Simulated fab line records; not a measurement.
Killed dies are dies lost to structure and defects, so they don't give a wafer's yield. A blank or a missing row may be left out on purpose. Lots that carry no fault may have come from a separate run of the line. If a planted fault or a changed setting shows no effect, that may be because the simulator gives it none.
fab line records	flow nand-harc
record: lots: 6	wafers: 18	last-day: 33
route steps=1302 shown A_CONTACT@1090 END@1302
lots with no fault: from the same line, run without faults
start-h: hours from the record's first day to the start of the lot's first wafer shown	wait-h: how many hours have passed since the lot's step before this one	" the same as in the row above	L1.1+2: one row covering several wafers at once	- value missing, or start not given	* or withheld: withheld	< > ~ a bound
route shown NAME@n: a module of which the file shows steps, and the number in the route of the first	usual: average and standard deviation across the fault-free wafers	same: alike in all rows	chamber/n: place in a boat	sites: the reading at each site	_std_site: the values' standard deviation	_edge_site: inner sites' mean taken away from outer sites' mean	radius-mm: how far each site lies from the wafer's centre	mask NAME#n: copy n	behind: the tool/chamber that last shaped the wafer	hold: why the lot was held/for how many hours/how that ended	device: whichever transistor did not switch (one of n, p or np)	end of line: tests of these same wafers at the route's end	a step with no rows: only its recipe	killed: at the first sort, the dies lost to defects and structure; wafer yield is something else	map: per-die view of a wafer (x killed, . not killed, _ where there is no die)
set.NAME: the run value of the setting; set.NAME@STEP: its run value at that earlier step	model.NAME: the simulator's own value behind a step, which no gauge read
lots at selected steps of the route; one table per step, one row per wafer
services: when a tool's chamber went out of use (start-h, in hours from the record's first day, below 0 if earlier), for how many hours, and the reason
== steps ==
step: NHARC_A_CONTACT_ETCH_138
recipe: source-w: withheld	pressure-mtorr: 20	bias-v: 1200	time-s: 311	target-depth-a: 19140	ar-flow-sccm: withheld	c4f8-flow-sccm: withheld	o2-flow-sccm: withheld	chemistry: C4F8/O2/Ar
lot.wafer	tool	chamber	start-h	wait-h	rf-hours-counter-h
L709.2	har-cap-etch-02	1	547.77	0.2	95
L709.3	"	1	"	"	-
L709.6	"	1	"	"	-
L710.3	har-cap-etch-02	0	569.77	0.2	-
L710.4	"	1	"	"	-
L710.5	"	0	"	"	-
L715.1	har-cap-etch-01	1	627.02	0.3	23
L715.2	"	0	"	"	23
L715.4	"	0	"	"	-
L713.2	har-cap-etch-01	1	634.11	0.2	25
L713.5	"	0	"	"	-
L713.6	"	1	"	"	-
L720.2	har-cap-etch-01	0	684.65	0.2	34
L720.5	"	0	"	"	-
L720.6	"	1	"	"	-
L727.1	har-cap-etch-03	0	743.77	0.2	85
L727.2	"	1	"	"	85
L727.5	"	0	"	"	-
step: NHARC_A_CONTACT_ETCH_139
recipe: source-w: withheld	pressure-mtorr: 20	bias-v: 400	time-s: 195	target-depth-a: 8400	ar-flow-sccm: withheld	c4f8-flow-sccm: 11.5	o2-flow-sccm: 7.2	chemistry: C4F8/O2/Ar
lot.wafer	tool	chamber	start-h	wait-h	rf-hours-counter-h
L709.2	har-cap-etch-02	1	548.04	0.2	95
L709.3	"	1	"	"	-
L709.6	"	1	"	"	-
L710.3	har-cap-etch-02	0	570.04	0.2	-
L710.4	"	1	"	"	-
L710.5	"	0	"	"	-
L715.1	har-cap-etch-01	1	627.29	0.2	23
L715.2	"	0	"	"	23
L715.4	"	0	"	"	-
L713.2	har-cap-etch-01	1	634.38	0.2	26
L713.5	"	0	"	"	-
L713.6	"	1	"	"	-
L720.2	har-cap-etch-01	0	684.92	0.2	34
L720.5	"	0	"	"	-
L720.6	"	1	"	"	-
L727.1	har-cap-etch-03	0	744.04	0.2	85
L727.2	"	1	"	"	85
L727.5	"	0	"	"	-
step: NHARC_A_CONTACT_ETCH_92
recipe: target-depth-a: 400	over-etch-frac: 0.5	time-s: 85.7	ion-energy-ev: 120	ch3f-flow-sccm: 50	o2-flow-sccm: 30	ar-flow-sccm: 200	rf-w: 500	bias-w: 100	chemistry: CH3F/O2
step: NHARC_A_CONTACT_ETCH_98
recipe: target-depth-a: 200	over-etch-frac: 0.5	time-s: 10	ion-energy-ev: 250	c4f6-flow-sccm: 25	o2-flow-sccm: 20	ar-flow-sccm: 500	rf-w: 600	bias-w: 500	chemistry: C4F6/O2
step: NHARC_A_CONTACT_CD_MEAS_15
usual: cd-nm: 190.3/0.82
lot.wafer	tool	chamber	start-h	wait-h	cd-nm
L709.2	cd-sem-03	-	548.77	-	189.8
L709.3	"	-	"	"	190.8
L709.6	"	-	"	"	191.0
L710.3	cd-sem-03	-	570.74	-	189.8
L710.4	"	-	"	"	188.6
L710.5	"	-	"	"	190.1
L715.1	cd-sem-01	-	628.06	-	190.5
L715.2	"	-	"	"	190.9
L715.4	"	-	"	"	191.7
L713.2	cd-sem-01	-	635.11	-	190.6
L713.5	"	-	"	"	190.6
L713.6	"	-	"	"	190.4
L720.2	cd-sem-02	-	685.70	-	190.7
L720.5	"	-	"	"	190.4
L720.6	"	-	"	"	191.4
L727.1	cd-sem-02	-	744.85	-	189.8
L727.2	"	-	"	"	190.1
L727.5	"	-	"	"	189.7
step: NHARC_A_CONTACT_STRIP_107
recipe: n2-flow-sccm: 150	h2-flow-sccm: 150	ar-flow-sccm: 0	bias-w: 0	chemistry: N2/H2
step: NHARC_A_CONTACT_STRIP_108
recipe: cf4-flow-sccm: 100	chf3-flow-sccm: 30	ar-flow-sccm: 0	bias-w: 0	chemistry: CF4/CHF3
step: NHARC_A_CONTACT_STRIP_109
recipe: o2-flow-sccm: 400	cos-flow-sccm: 20	ar-flow-sccm: 0	bias-w: 0	chemistry: O2/COS
step: NHARC_A_CONTACT_ETCH_110
recipe: target-depth-a: 600	overetch-a: 60	time-s: 33	ion-energy-ev: 100	cf4-flow-sccm: 80	o2-flow-sccm: 20	ar-flow-sccm: 0	rf-w: 300	bias-w: 100	chemistry: CF4/O2
usual: drypump-motor-current-A: 5.6/0.46	oes-product-au: 1.002/0.012	rf-vpp-V: 198.2/1.1	showerhead-plenum-p-Torr: 1.36/0.034	throttle-valve-pct: 13.397/0.0095
lot.wafer	tool	chamber	start-h	wait-h	drypump-motor-current-A	oes-product-au	rf-hours-counter-h	rf-vpp-V	showerhead-plenum-p-Torr	throttle-valve-pct
L709.3	rie-diel-12	2	549.06	0.1	5.4	1.007	34	197.8	1.36	13.395
L709.2	"	3	"	"	5.1	1.003	35	198.0	1.35	13.415
L709.6	"	3	"	"	5.1	1.001	-	198.2	1.34	13.402
L710.3	rie-diel-05	3	571.07	0.1	5.5	1.003	58	197.3	1.31	13.399
L710.4	"	3	"	"	5.5	0.995	-	197.7	1.31	13.392
L710.5	"	1	"	"	6.3	1.012	-	199.1	1.40	13.387
L715.1	rie-diel-01	1	628.36	0.1	5.1	0.999	12	198.3	1.39	13.394
L715.4	"	2	"	"	6.4	0.982	12	200.2	1.40	13.390
L715.2	"	3	"	"	5.5	1.014	10	197.6	1.34	13.405
L713.2	rie-diel-12	2	635.45	0.1	5.4	1.011	1	198.0	1.36	13.405
L713.5	"	2	"	"	5.4	1.020	-	197.9	1.36	13.393
L713.6	"	3	"	"	5.1	1.000	-	196.7	1.34	13.406
L720.2	rie-diel-01	3	686.00	0.1	5.5	1.023	21	199.0	1.34	13.414
L720.6	"	0	"	"	5.4	0.998	-	198.6	1.35	13.405
L720.5	"	1	"	"	5.1	1.000	-	197.7	1.39	13.395
L727.1	rie-diel-05	3	745.27	0.1	5.5	0.994	47	196.9	1.30	13.397
L727.2	"	0	"	"	5.6	0.988	38	196.0	1.27	13.391
L727.5	"	3	"	"	5.5	0.995	-	196.9	1.30	13.386
step: NHARC_A_CONTACT_STRIP_26
recipe: o2-flow-sccm: 500	ar-flow-sccm: 0	bias-w: 0	chemistry: O2
usual: drypump-motor-current-A: 5.6/0.47	oes-product-au: 1.001/0.011	rf-vpp-V: 57.9/0.91	showerhead-plenum-p-Torr: 3.59/0.085	throttle-valve-pct: 17.038/0.0087
lot.wafer	tool	chamber	start-h	wait-h	drypump-motor-current-A	oes-product-au	rf-hours-counter-h	rf-vpp-V	showerhead-plenum-p-Torr	throttle-valve-pct
L709.3	rie-diel-12	2	-	-	5.4	1.014	34	57.8	3.60	17.014
L709.2	"	3	"	"	5.2	0.993	35	58.0	3.55	17.050
L709.6	"	1	"	"	6.3	1.024	-	58.7	3.50	17.037
L710.3	rie-diel-05	2	-	-	5.7	1.012	50	58.0	3.75	17.035
L710.4	"	1	"	"	6.3	1.012	-	58.7	3.70	17.030
L710.5	"	2	"	"	5.7	1.020	-	58.1	3.75	17.043
L715.4	rie-diel-01	1	-	-	5.1	0.992	12	57.7	3.67	17.037
L715.1	"	2	"	"	6.4	0.998	12	59.5	3.70	17.041
L715.2	"	3	"	"	5.5	1.013	10	58.1	3.54	17.035
L713.2	rie-diel-12	3	-	-	5.2	0.981	1	57.7	3.54	17.038
L713.6	"	2	"	"	5.4	1.016	-	57.1	3.59	17.031
L713.5	"	3	"	"	5.2	0.988	-	59.1	3.54	17.046
L720.2	rie-diel-01	3	-	-	5.5	1.014	21	56.9	3.53	17.027
L720.5	"	2	"	"	6.4	0.984	-	57.4	3.70	17.033
L720.6	"	3	"	"	5.5	1.015	-	58.3	3.53	17.046
L727.2	rie-diel-05	3	-	-	5.5	0.991	47	57.2	3.44	17.031
L727.1	"	0	"	"	5.6	0.987	38	57.4	3.37	17.034
L727.5	"	0	"	"	5.6	0.991	-	57.2	3.37	17.032
step: NHARC_A_CONTACT_STRIP_27
recipe: time-s: 600	temp-c: 30	chemistry: post-etch-residue-remover
step: NHARC_A_CONTACT_ALD_18
recipe: target-thk-a: 30	pulse-time-s: 1	ald-cycles: 150	temp-c: 450	material: TiN
usual: heater-power-w: 1149/90	precursor-pulse-height-rel: 0.999/0.019
lot.wafer	tool	chamber	start-h	wait-h	heater-power-w	precursor-pulse-height-rel
L709.3	ald-metal-01	2	549.71	-	1059	0.982
L709.2	"	1	"	"	1093	0.984
L709.6	"	3	"	"	1082	1.020
L710.3	ald-metal-04	1	571.83	-	1394	1.018
L710.4	"	2	"	"	1209	1.026
L710.5	"	3	"	"	1215	0.978
L715.2	ald-metal-03	1	629.00	-	1129	0.997
L715.1	"	2	"	"	1045	0.981
L715.4	"	3	"	"	1100	0.977
L713.2	ald-metal-04	2	636.16	-	1168	0.991
L713.5	"	3	"	"	1209	1.006
L713.6	"	0	"	"	1124	0.983
L720.2	ald-metal-03	2	686.63	-	1046	0.982
L720.5	"	2	"	"	1038	0.981
L720.6	"	1	"	"	1112	1.001
L727.1	ald-metal-04	1	745.91	-	1352	0.983
L727.2	"	3	"	"	1191	0.952
L727.5	"	2	"	"	1147	1.011
step: NHARC_A_CONTACT_CVD_19
recipe: target-thk-a: 3000	temp-c: 300	pressure-torr: 40	wf6-flow-sccm: 40	h2-flow-sccm: 1600	ar-flow-sccm: 1560	time-s: 802	material: W
usual: heater-power-w: 466/63	throttle-valve-pct: 8.2/0.31
lot.wafer	tool	chamber	start-h	wait-h	heater-power-w	throttle-valve-pct
L709.2	cvd-w-02	0	550.04	-	590	8.0
L709.3	"	1	"	"	442	8.3
L709.6	"	1	"	"	428	8.6
L710.3	cvd-w-01	0	572.23	-	470	8.3
L710.4	"	1	"	"	404	8.0
L710.5	"	1	"	"	401	7.7
L715.1	cvd-w-01	0	629.20	-	481	8.1
L715.2	"	1	"	"	411	7.9
L715.4	"	1	"	"	402	7.7
L715.1	cvd-w-01	0	630.19	0.9	478	8.5
L715.2	"	1	"	"	408	7.7
L715.4	"	1	"	"	402	7.7
L713.2	cvd-w-01	1	636.30	-	407	7.3
L713.5	"	1	"	"	411	7.9
L713.6	"	0	"	"	473	8.6
L720.2	cvd-w-02	0	686.88	-	608	8.1
L720.6	"	0	"	"	572	7.9
L720.5	"	1	"	"	464	8.5
L720.2	cvd-w-02	0	687.87	0.9	592	8.1
L720.6	"	0	"	"	592	8.0
L720.5	"	1	"	"	471	8.3
L727.1	cvd-w-02	0	746.11	-	583	8.5
L727.2	"	1	"	"	457	8.2
L727.5	"	0	"	"	593	8.0
step: NHARC_A_CONTACT_CMP_20
recipe: t-overpolish-s: 30	target-thk-nm: 300
usual: motor-current-A: 12.5/1.4	overpolish-run-s: 29.999/0.0099	time-to-endpoint-s: 61/3.3
lot.wafer	tool	chamber	start-h	wait-h	motor-current-A	overpolish-run-s	time-to-endpoint-s
L709.2	cmp-04	0	550.83	0.7	14.7	30.013	65
L709.3	"	1	"	"	13.1	30.000	60
L709.6	"	3	"	"	13.8	29.986	64
L710.3	cmp-03	2	572.86	0.5	12.2	29.997	62
L710.4	"	3	"	"	10.8	30.012	57
L710.5	"	3	"	"	10.9	30.001	58
L715.2	cmp-03	2	631.21	0.8	12.5	30.002	123
L715.1	"	3	"	"	11.0	30.010	116
L715.4	"	0	"	"	13.2	30.000	121
L713.2	cmp-02	2	637.25	0.8	10.9	29.995	63
L713.5	"	0	"	"	10.7	29.976	60
L713.6	"	1	"	"	12.0	30.007	66
L720.2	cmp-02	1	688.92	0.9	12.7	30.013	124
L720.5	"	3	"	"	13.7	29.989	115
L720.6	"	0	"	"	10.8	30.001	118
L727.2	cmp-03	3	747.01	0.6	11.0	30.004	59
L727.1	"	0	"	"	13.1	29.990	62
L727.5	"	3	"	"	10.6	30.000	60
step: NHARC_END_SORT_01
recipe: temp-c: 25
usual: killed-at-array: 54/20	killed-at-other: 0.7/0.94	killed-at-periphery: 3.8/2.7	killed-dies: 59/20	killed-open: 3.5/1.9	killed-short: 2.5/1.6
same: gross-dies: 677
lot.wafer	tool	chamber	start-h	wait-h	killed-at-array	killed-at-other	killed-at-periphery	killed-dies	killed-open	killed-short
L715.1	prober-01	0	681.89	2.5	37	1	7	45	2	4
L715.2	prober-01	0	682.69	2.8	33	0	6	39	1	1
L715.4	prober-01	0	684.30	3.4	43	1	6	50	6	1
L720.2	prober-01	0	738.12	2.8	50	0	7	57	4	3
L720.5	prober-01	0	740.50	3.7	38	1	4	43	3	2
L720.6	prober-01	0	741.29	4.0	47	0	6	53	2	4
L727.2	prober-01	0	794.82	2.8	90	3	7	100	6	3
killed by level:class
L715.1 A_CHANNEL_HOLE_D2:chamber-film-flake=21 P_CONTACT:chamber-film-flake=6 A_CHANNEL_HOLE_D1:chamber-film-flake=5 A_ONON_D1:geometric-particle:short=2 A_CONTACT:chamber-film-flake=2 A_CHANNEL_HOLE_D1:geometric-particle:short=1 A_CHANNEL_HOLE_D2:geometric-particle:short=1 A_CHANNEL_FILL_D2:geometric-particle:open=1
L715.2 A_CHANNEL_HOLE_D2:chamber-film-flake=11 A_CHANNEL_HOLE_D1:chamber-film-flake=7 A_STAIRCASE:chamber-film-flake=5 A_SLIT:chamber-film-flake=4 P_CONTACT:chamber-film-flake=3 A_WL_FILL:chamber-film-flake=3 P_GATE:chamber-film-flake=2 A_DECK1_JOINT:geometric-particle:short=1
L715.4 A_CHANNEL_HOLE_D2:chamber-film-flake=15 A_CHANNEL_HOLE_D1:chamber-film-flake=7 A_SLIT:chamber-film-flake=6 A_BLC:chamber-film-flake=4 P_GATE:chamber-film-flake=3 P_CONTACT:chamber-film-flake=3 A_WL_FILL:chamber-film-flake=2 A_CHANNEL_HOLE_D1:geometric-particle:short=1
L720.2 A_CHANNEL_HOLE_D2:chamber-film-flake=28 A_CHANNEL_HOLE_D1:chamber-film-flake=13 A_SLIT:chamber-film-flake=3 P_CONTACT:chamber-film-flake=3 P_M2:geometric-particle:short=2 P_CONTACT:geometric-particle:open=1 A_ONON_D2:geometric-particle:open=1 A_CHANNEL_FILL_D2:geometric-particle:open=1
L720.5 A_CHANNEL_HOLE_D2:chamber-film-flake=21 A_CHANNEL_HOLE_D1:chamber-film-flake=8 P_M2:chamber-film-flake=3 A_WL_FILL:geometric-particle:open=2 A_DECK1_JOINT:chamber-film-flake=2 A_CHANNEL_FILL_D1:geometric-particle:open=1 A_M0:geometric-particle:short=1 STARTING-WAFER:geometric-particle:short=1
L720.6 A_CHANNEL_HOLE_D2:chamber-film-flake=20 A_CHANNEL_HOLE_D1:chamber-film-flake=9 A_SGD_CUT:chamber-film-flake=4 P_M2:chamber-film-flake=3 A_SLIT:chamber-film-flake=3 A_ZERO_WELL:chamber-film-flake=2 P_CONTACT:geometric-particle:short=1 A_CHANNEL_HOLE_D1:geometric-particle:short=1
L727.2 A_SLIT:chamber-film-flake=37 A_CHANNEL_HOLE_D2:chamber-film-flake=37 A_STAIRCASE:chamber-film-flake=5 A_CHANNEL_HOLE_D1:geometric-particle:open=3 THIN_TSV:chamber-film-flake=3 P_ZERO_WELL:chamber-film-flake=2 P_GATE:chamber-film-flake=2 P_M1:chamber-film-flake=2
== services ==
tool	chamber	start-h	hours	kind
cvd-w-01	-	547.30	13.0	pm
cmp-03	-	554.06	4.0	pm
rie-diel-01	-	559.09	9.0	pm
rie-diel-05	0	561.94	66.9	repair
cvd-w-02	-	573.83	0.5	repair
cmp-03	-	580.76	0.3	repair
rie-diel-05	-	583.72	9.0	pm
cmp-03	-	621.33	0.8	repair
rie-diel-12	-	623.27	9.0	pm
rie-diel-01	2	628.54	2.9	repair
cvd-w-02	-	633.05	13.0	pm
rie-diel-05	3	645.74	6.0	repair
ald-metal-04	-	652.00	10.0	pm
cmp-03	-	652.06	4.0	pm
cvd-w-01	-	656.52	0.7	repair
rie-diel-05	1	678.73	14.6	repair
cvd-w-02	-	704.41	1.0	repair
cvd-w-02	1	711.33	6.3	repair
rie-diel-05	2	714.70	11.4	repair
rie-diel-05	0	719.54	5.1	repair
cvd-w-01	-	728.30	13.0	pm
rie-diel-05	1	735.62	9.4	repair
rie-diel-01	-	736.09	9.0	pm
cvd-w-01	-	745.48	3.5	repair
== key ==
first-sign: step: NHARC_A_CONTACT_CVD_19	reading: visit	direction: added
effect: step: NHARC_A_CONTACT_CMP_20	reading: time-to-endpoint-s	direction: up	sigmas: 18	usual: *	struck: *
met-at NHARC_A_CONTACT_CVD_19
struck-wafers L715.1,L715.2,L715.4,L720.2,L720.5,L720.6
tester-left-out L715,L720
fault: kind: repeated-step-whole	tool: cvd-w-01,cvd-w-02	chamber: -	onset-h: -	steps: NHARC_A_CONTACT_CVD_19	times: 1	scope: struck-lots-only
tester-left-out: of these lots the tester's yield and bins aren't shown, on N5 and GAA mostly nor the transistor test; their killed dies are dies lost to structure and defects alone, not to doping, threshold or leakage, so they don't give the yield
